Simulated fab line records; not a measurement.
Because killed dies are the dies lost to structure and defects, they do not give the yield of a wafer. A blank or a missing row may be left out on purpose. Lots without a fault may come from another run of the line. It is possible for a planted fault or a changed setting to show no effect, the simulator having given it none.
What tool caused it? | flow nand harc | Sampling: 12 lots, 36 wafers, 5 of 1159 route steps

WHAT THE GAUGES SHOWED, per wafer
NHARC_END_SORT_01. Usual: defect limited yield 96.2 %, standard deviation 1.3; killed at array 21, standard deviation 8.9; killed at other 0.8, standard deviation 1.3; killed at periphery 3.6, standard deviation 2.4; killed dies 26, standard deviation 8.9; killed open 3.1, standard deviation 1.8; killed short 1.9, standard deviation 1.3; sort_bin_2_pct 1.2 %, standard deviation 0.54; sort_bin_3_pct 0.21 %, standard deviation 0.17; sort_bin_4_pct 2.4 %, standard deviation 0.91; sort n pass 651, standard deviation 8.9; sort rim yield pct 95.0 %, standard deviation 2.8; sort yield pct 96.2 %, standard deviation 1.3.
lot  | measured     | on        | defect limited yield (%) | killed at array | killed at other | killed at periphery | killed dies | killed open | killed short | sort_bin_2_pct (%) | sort_bin_3_pct (%) | sort_bin_4_pct (%) | sort n pass | sort rim yield pct (%) | sort yield pct (%) | flag
L173 | day 23 00:34 | prober-02 | 95.9 88.3 97.2           | 24 19 13        | 0 2 1           | 4 58 5              | 28 79 19    | 3 5 6       | 4 1 2        | 1.2 5.6 0.9        | 0.44 1.62 0.30     | 2.5 4.4 1.6        | 649 598 658 | 86.8 81.1 96.2         | 95.9 88.3 97.2     | OFF
L177 | day 23 15:52 | prober-02 | 97.5 96.8 98.1           | 12 18 10        | 0 0 3           | 5 4 0               | 17 22 13    | 2 6 1       | 2 3 1        | 0.7 1.0 0.4        | 0.15 0.15 0.15     | 1.6 2.1 1.3        | 660 655 664 | 94.3 93.4 98.1         | 97.5 96.8 98.1     |

TOOL THAT RAN EACH LOT (tool first, then ch and the chambers of the sampled wafers, then the start)
lot  | NHARC_P_BONDPAD_DEP_00         | NHARC_A_BONDPAD_ETCH_24                       | NHARC_A_BONDPAD_PRE_CLEAN_26            | NHARC_A_BONDPAD_ANNEAL_28
L161 | pecvd-02 ch 0,1,2, day 6 14:35 | rie diel-07 ch 0,2,3, day 19 13:05 or earlier | pvd sputter-03, day 19 13:05 or earlier | rtp anneal-01 ch 0, day 19 13:05
L162 | pecvd-01 ch 0,1, day 6 21:28   | rie diel-11 ch 0,2,3, day 18 12:44 or earlier | pvd sputter-02, day 18 12:44 or earlier | rtp anneal-02 ch 0, day 18 12:44
L163 | pecvd-04 ch 0,1, day 7 01:24   | rie diel-11 ch 0,2,3, day 18 09:49 or earlier | pvd sputter-02, day 18 09:49 or earlier | rtp anneal-02 ch 0, day 18 09:49
L165 | pecvd-01 ch 0,1,2, day 7 10:14 | rie diel-07 ch 0,3, day 19 00:07 or earlier   | pvd sputter-01, day 19 00:07 or earlier | rtp anneal-01 ch 0, day 19 00:07
L166 | pecvd-01 ch 1,2, day 7 13:14   | rie diel-11 ch 0,1, day 19 04:40 or earlier   | pvd sputter-01, day 19 04:40 or earlier | rtp anneal-01 ch 0, day 19 04:40
L169 | pecvd-04 ch 0,1,2, day 8 03:23 | rie diel-07 ch 0,3, day 19 21:05              | pvd sputter-03, day 19 22:19 or earlier | rtp anneal-01 ch 0, day 19 22:19
L172 | pecvd-01 ch 0,1,2, day 9 01:19 | rie diel-11 ch 0,1,2, day 20 06:51 or earlier | pvd sputter-01, day 20 06:51 or earlier | rtp anneal-01 ch 0, day 20 06:51
L171 | pecvd-04 ch 0,1, day 9 02:07   | rie diel-11 ch 0,1,2, day 21 04:50 or earlier | pvd sputter-01, day 21 04:50 or earlier | rtp anneal-02 ch 0, day 21 04:50
L175 | pecvd-01 ch 0,1, day 9 14:44   | rie diel-11 ch 1,2,3, day 21 09:07 or earlier | pvd sputter-02, day 21 09:07 or earlier | rtp anneal-02 ch 0, day 21 09:07
L173 | pecvd-01 ch 0,1,2, day 9 16:29 | rie diel-11 ch 0,2,3, day 21 15:23 or earlier | pvd sputter-01, day 21 15:23 or earlier | rtp anneal-02 ch 0, day 21 15:23
L177 | pecvd-04 ch 1,2, day 10 09:42  | rie diel-11 ch 1,2, day 22 10:37 or earlier   | pvd sputter-02, day 22 10:37 or earlier | rtp anneal-01 ch 0, day 22 10:37
L176 | pecvd-04 ch 0,2, day 10 10:23  | rie diel-07 ch 0,1,2, day 22 02:32 or earlier | pvd sputter-02, day 22 02:32 or earlier | rtp anneal-02 ch 0, day 22 02:32
- NHARC_P_BONDPAD_DEP_00: deposits SiCN, target thk 250 nm.
- NHARC_A_BONDPAD_ETCH_24: etches the open film in CF4/N2, target depth 30 nm, time 72.99 s.
- NHARC_A_BONDPAD_PRE_CLEAN_26: time 30 s.
- NHARC_A_BONDPAD_ANNEAL_28: time 90 s.

AS READ BY THE TOOLS THEMSELVES (means over the sampled wafers that have a number; for cases with no such wafer, the mark the record gives instead)
NHARC_P_BONDPAD_DEP_00. Usual: heater power w reads 617 W (standard deviation 75).
lot  | tool     | heater power w (W) | flag
L161 | pecvd-02 | 502                |
L162 | pecvd-01 | 617                |
L163 | pecvd-04 | 578                |
L165 | pecvd-01 | 644                |
L166 | pecvd-01 | 641                |
L169 | pecvd-04 | 643                |
L172 | pecvd-01 | 683                |
L171 | pecvd-04 | 615                |
L175 | pecvd-01 | 567                |
L173 | pecvd-01 | 605                |
L177 | pecvd-04 | 629                |
L176 | pecvd-04 | 655                |

NHARC_A_BONDPAD_ETCH_24. Usual: bias w is 100.00 W with standard deviation 0.29, cf4 flow sccm is 50.01 sccm with standard deviation 0.15, drypump motor current A is 5.37 A with standard deviation 0.29, oes product au is 1.005 a.u. with standard deviation 0.011, rf vpp V is 314.9 V with standard deviation 2.1, showerhead plenum p Torr is 2.67 Torr with standard deviation 0.11, and throttle valve pct is 19.794 % with standard deviation 0.0088.
lot  | tool        | bias w (W) | cf4 flow sccm (sccm) | drypump motor current A (A) | oes product au (a.u.) | rf vpp V (V) | showerhead plenum p Torr (Torr) | throttle valve pct (%) | flag
L161 | rie diel-07 | 100.08     | 50.09                | 5.37                        | 0.993                 | 315.0        | 2.71                            | 19.790                 |
L162 | rie diel-11 | 99.97      | 50.01                | 5.27                        | 0.995                 | 313.5        | 2.59                            | 19.792                 |
L163 | rie diel-11 | 99.92      | 50.16                | 5.25                        | 1.017                 | 313.6        | 2.59                            | 19.799                 |
L165 | rie diel-07 | 99.91      | 50.05                | 5.24                        | 1.001                 | 315.7        | 2.70                            | 19.790                 |
L166 | rie diel-11 | 100.36     | 49.95                | 5.39                        | 1.006                 | 316.7        | 2.76                            | 19.792                 |
L169 | rie diel-07 | 100.12     | 50.04                | 5.44                        | 1.011                 | 315.3        | 2.74                            | 19.798                 |
L172 | rie diel-11 | 100.10     | 50.01                | 5.42                        | 1.002                 | 315.4        | 2.67                            | 19.795                 |
L171 | rie diel-11 | 99.96      | 49.99                | 5.45                        | 0.997                 | 314.2        | 2.67                            | 19.798                 |
L175 | rie diel-11 | 100.01     | 50.06                | 5.38                        | 1.001                 | 313.6        | 2.61                            | 19.796                 |
L173 | rie diel-11 | 100.30     | 49.91                | 5.24                        | 1.005                 | 313.9        | 2.59                            | 19.798                 |
L177 | rie diel-11 | 99.92      | 50.00                | 5.55                        | 1.000                 | 313.8        | 2.58                            | 19.792                 |
L176 | rie diel-07 | 99.92      | 49.96                | 5.34                        | 0.998                 | 315.4        | 2.70                            | 19.797                 |

NHARC_A_BONDPAD_PRE_CLEAN_26. Usual: heater power w reads 405 W (standard deviation 40).
lot  | tool           | heater power w (W) | flag
L161 | pvd sputter-03 | 396                |
L162 | pvd sputter-02 | 478                |
L163 | pvd sputter-02 | 438                |
L165 | pvd sputter-01 | 401                |
L166 | pvd sputter-01 | 400                |
L169 | pvd sputter-03 | 407                |
L172 | pvd sputter-01 | 373                |
L171 | pvd sputter-01 | 402                |
L175 | pvd sputter-02 | 399                |
L173 | pvd sputter-01 | 392                |
L177 | pvd sputter-02 | 387                |
L176 | pvd sputter-02 | 386                |

NHARC_A_BONDPAD_ANNEAL_28. Usual: wafer_temp_C_max reads 225.97 (standard deviation 0.25).
lot  | tool          | wafer_temp_C_max | flag
L161 | rtp anneal-01 | 225.81           |
L162 | rtp anneal-02 | 225.82           |
L163 | rtp anneal-02 | 226.15           |
L165 | rtp anneal-01 | 226.35           |
L166 | rtp anneal-01 | 225.83           |
L169 | rtp anneal-01 | 225.99           |
L172 | rtp anneal-01 | 225.90           |
L171 | rtp anneal-02 | 226.23           |
L175 | rtp anneal-02 | 225.71           |
L173 | rtp anneal-02 | 225.91           |
L177 | rtp anneal-01 | 225.92           |
L176 | rtp anneal-02 | 226.17           |

THE ANSWER, worked out from the rows above alone
Rule: take the mean of a lot's wafers that have a number; if it is more than 3 standard deviations from the usual mean, the lot is off. A lot without any number at a reading at which 4 lots or more have one is off too. Any other lot the step has rows for is counted as sound. After the gauges, taken in route order, come the tools' own readings; for these a lot's mean is taken, as printed above. The first step at which some lot is off is used, and at that step the reading that is off furthest; a lot without a number counts as furthest.
Off at NHARC_END_SORT_01 (killed at periphery): L173. Neither off nor sound, because the step has no rows for them: L161, L162, L163, L165, L166, L169, L172, L171, L175, L176.
A tool fits if, at a process step before that reading, it ran every lot that is off, and no sound lot after the first of them. The gauges at NHARC_END_SORT_01 are tried like those tools. Because NHARC_A_BONDPAD_ETCH_24 lacks a start for some lots, the hours and order of its lots are taken from NHARC_A_BONDPAD_ANNEAL_28. Because NHARC_A_BONDPAD_PRE_CLEAN_26 lacks a start for some lots, the hours and order of its lots are taken from NHARC_A_BONDPAD_ANNEAL_28. Can't be told from this: 3 tools fit, pecvd-01 at NHARC_P_BONDPAD_DEP_00, pvd sputter-01 at NHARC_A_BONDPAD_PRE_CLEAN_26, rtp anneal-02 at NHARC_A_BONDPAD_ANNEAL_28.

WHAT HAD BEEN PUT IN BY THE SIMULATOR
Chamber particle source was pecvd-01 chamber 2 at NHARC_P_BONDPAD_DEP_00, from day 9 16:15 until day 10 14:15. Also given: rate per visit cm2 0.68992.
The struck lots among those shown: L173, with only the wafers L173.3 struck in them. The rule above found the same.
